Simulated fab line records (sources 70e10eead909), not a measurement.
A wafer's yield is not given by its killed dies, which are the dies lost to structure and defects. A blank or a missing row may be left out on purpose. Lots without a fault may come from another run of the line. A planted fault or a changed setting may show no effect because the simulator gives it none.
Comparing a struck lot with a sound one | flow nand_harc | 13 steps out of a route of 1159
Sound: the wafers L739.1, L739.4, L739.5. Struck: wafers L730.1, L730.4, L730.5. At the end, the cause is stated.
Each step with rows lists, per side, the tool, then ch with its chambers, then its first start. Under that, the readings that differ: sound wafers | struck wafers | difference of the means | sigmas: that difference in standard deviations of wafers without a fault.
alike: same words and numbers on both sides, and readings whose means sit less than 2 such deviations apart. not compared: any withheld reading, any reading some wafer has no value for, any bound like >300 that may hide the same value, and any number with overlapping values for which the record gives no deviation.
Wherever a step has rows on one side only, a row that says differs or no value, or a row with sigmas, the two part there. Numbers that don't overlap but have no deviation are shown without sigmas and don't part them. A reading missing from all wafers of one side parts the sides only when that side holds two or more wafers.

NHARC_P_M0_DEGAS_28: time 60 s.
  struck on pvd_sputter-03, day 8 02:02; sound on pvd_sputter-03, day 10 13:34
  alike: heater_power_w
NHARC_P_M0_PRE_CLEAN_29: time 30 s.
  sound on pvd_sputter-03; struck on pvd_sputter-03
  alike: heater_power_w
NHARC_P_M0_PVD_20: deposits TaN, target thk 5 nm, time 8.06 s.
  sound on pvd_sputter-03; struck on pvd_sputter-03
  alike: throttle_valve_pct
then, 2 steps without rows for these wafers: NHARC_P_M0_PVD_21 (deposits Cu, target thk 30 nm, time 20.49 s); NHARC_P_M0_ECD_22 (material Cu, target thk 400 nm).
NHARC_P_M0_ANNEAL_30: time 90 s.
  sound on rtp_anneal-02 ch 0, day 10 14:18; struck on rtp_anneal-01 ch 0, day 8 02:47
  alike: wafer_temp_C_max
then, 1 step without rows for these wafers: NHARC_P_M0_CMP_23 (polishes, t overpolish 20 s, target thk 117.53 nm).
NHARC_P_M0_THK_MEAS_24: measures by xrf.
  struck on film_metro-02, day 8 03:27; sound on film_metro-02, day 10 14:58
  alike: thk_nm
after that, 1 step had no rows for these wafers: NHARC_P_M0_SRD_25.
NHARC_P_M0_INSPECT_27:
  struck on defect_inspect-02, day 8 03:37; sound on defect_inspect-02, day 10 15:07
  alike: raw_defect_count
NHARC_P_M0_PRE_CLEAN_31: time 12 s.
  sound on pecvd-04 ch 0,1,2, day 10 15:11; struck on pecvd-02 ch 0,2, day 8 03:53
  reading            | sound       | struck      | difference | sigmas
  heater_power_w (W) | 584 527 600 | 719 750 841 | +200       | +2
NHARC_P_M0_DEP_32: deposits SiCN, target thk 30 nm.
  sound on pecvd-04 ch 0,1,2, day 10 15:16; struck on pecvd-02 ch 0,2, day 8 03:58
  no value came back on the struck wafers for chamber_pressure_Torr (Torr), heater_power_outer_w (W), heater_power_w (W); on the sound wafers chamber_pressure_Torr (Torr) reads 3.002 3.002 2.998
then, 1 step without rows for these wafers: NHARC_P_M1_DEP_00 (deposits SiOC, target thk 182.5 nm).

== WHERE THEY PART ==
Earliest at NHARC_P_M0_PRE_CLEAN_31; latest, in this record, at NHARC_P_M0_DEP_32.

WHY: what the simulator had put in
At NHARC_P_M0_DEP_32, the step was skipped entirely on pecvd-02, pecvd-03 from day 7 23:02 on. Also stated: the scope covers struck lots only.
